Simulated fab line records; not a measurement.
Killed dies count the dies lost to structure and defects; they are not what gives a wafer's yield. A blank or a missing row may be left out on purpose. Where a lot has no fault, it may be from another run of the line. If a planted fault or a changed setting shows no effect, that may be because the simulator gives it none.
Struck lot and sound lot, side by side :: flow nand_harc :: 14 steps out of a route of 1302
Sound: the wafers L128.2, L128.4, L128.5. Struck: wafers L130.1, L130.3 (left out: L130.5, a lot-mate that was not struck); the cause follows at the end.
At each step with rows: each side's tool, then ch and its chambers, then its first start. Under that, the readings that differ: sound wafers :: struck wafers :: difference of the means :: sigmas: that difference in standard deviations of wafers without a fault.
alike: same words and numbers on both sides, and readings whose means sit less than 2 such deviations apart. not compared: any withheld reading, any reading some wafer has no value for, any bound like >300 that may hide the same value, and any number with overlapping values for which the record gives no deviation.
The two part at a step that has a row with sigmas, a row that says differs or no value, or rows on one side only. When numbers do not overlap yet have no deviation, they are printed without sigmas and do not part them. Lack of a reading on every wafer of one side parts them only where that side has two or more wafers.

NHARC_A_CHANNEL_FILL_D2_ALD_16: deposits SiO2, target thk 1.5 nm, pulse time 10 s, ald cycles 15.
  sound on ald_hk-02 ch 0,2,3, day 16 14:17; struck on ald_hk-02 ch 1,2, day 17 13:21
  alike: heater_power_outer_w, heater_power_w, precursor_pulse_height_rel
then, 3 steps without rows for these wafers: NHARC_A_CHANNEL_FILL_D2_ANNEAL_17 (time 1800 s); NHARC_A_CHANNEL_FILL_D2_CVD_18 (deposits poly-Si, target thk 3 nm); NHARC_A_CHANNEL_FILL_D2_ETCHBACK_19 (etches the open film in HBr/Cl2, target depth 5 nm, time 1.7 s).
NHARC_A_CHANNEL_FILL_D2_ETCHBACK_20: etches the open film in C4F8/O2/Ar, target depth 27 nm, time 13.5 s.
  sound on rie_diel-07 ch 2,3, day 17 02:51; struck on rie_diel-12 ch 2,3, day 18 00:55
  alike: oes_product_au, rf_vpp_V
  not compared: rf_hours_counter_h
NHARC_A_CHANNEL_FILL_D2_STRIP_28: strips in O2, time 20 s.
  sound on rie_diel-07 ch 1,2, day 17 02:56; struck on rie_diel-12 ch 0,3, day 18 01:01
  alike: drypump_motor_current_A, mfc_ar_sccm, oes_product_au, rf_vpp_V, showerhead_plenum_p_Torr, throttle_valve_pct
  not compared: rf_hours_counter_h
then, 4 steps without rows for these wafers: NHARC_A_CHANNEL_FILL_D2_PRECLEAN_21 (cleans in dHF, time 30 s); NHARC_A_CHANNEL_FILL_D2_SRD_23; NHARC_A_CHANNEL_FILL_D2_CVD_05 (deposits poly-Si, target thk 5 nm); NHARC_A_CHANNEL_FILL_D2_ANNEAL_22 (time 7200 s).
NHARC_A_CHANNEL_FILL_D2_ALD_25: deposits SiOx, target thk 60 nm, pulse time 10 s, ald cycles 600.
  sound on ald_hk-01 ch 0,1, day 17 17:52; struck on ald_hk-02 ch 0,1, day 18 14:13
  alike: heater_power_outer_w, heater_power_w, precursor_pulse_height_rel
NHARC_A_CHANNEL_FILL_D2_ETCHBACK_08: etches the open film in C4F8, target depth 220 nm, time 110 s.
  sound on rie_diel-07 ch 0,3, day 17 23:30; struck on rie_diel-07 ch 2,3, day 18 19:47
reading: oes_product_au (a.u.)
sound: 0.93 0.95 0.94
struck: 1.23 1.21
difference: +0.28
sigmas: +7
  alike: rf_vpp_V
  not compared: rf_hours_counter_h
NHARC_A_CHANNEL_FILL_D2_STRIP_29: strips in O2, time 20 s.
  sound on rie_diel-07 ch 0,2; struck on rie_diel-07 ch 2,3
  alike: drypump_motor_current_A, mfc_ar_sccm, oes_product_au, rf_vpp_V, showerhead_plenum_p_Torr, throttle_valve_pct
  not compared: rf_hours_counter_h
then, 1 step without rows for these wafers: NHARC_END_SORT_01.

== WHERE THEY PART ==
NHARC_A_CHANNEL_FILL_D2_ETCHBACK_08 only, going by this record. Later steps at which nothing parts them and some readings are alike: NHARC_A_CHANNEL_FILL_D2_STRIP_29.

WHY: what had been put in by the simulator
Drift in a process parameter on rie_diel-07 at NHARC_A_CHANNEL_FILL_D2_ETCHBACK_08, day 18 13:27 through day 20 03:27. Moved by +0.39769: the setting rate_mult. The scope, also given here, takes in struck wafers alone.
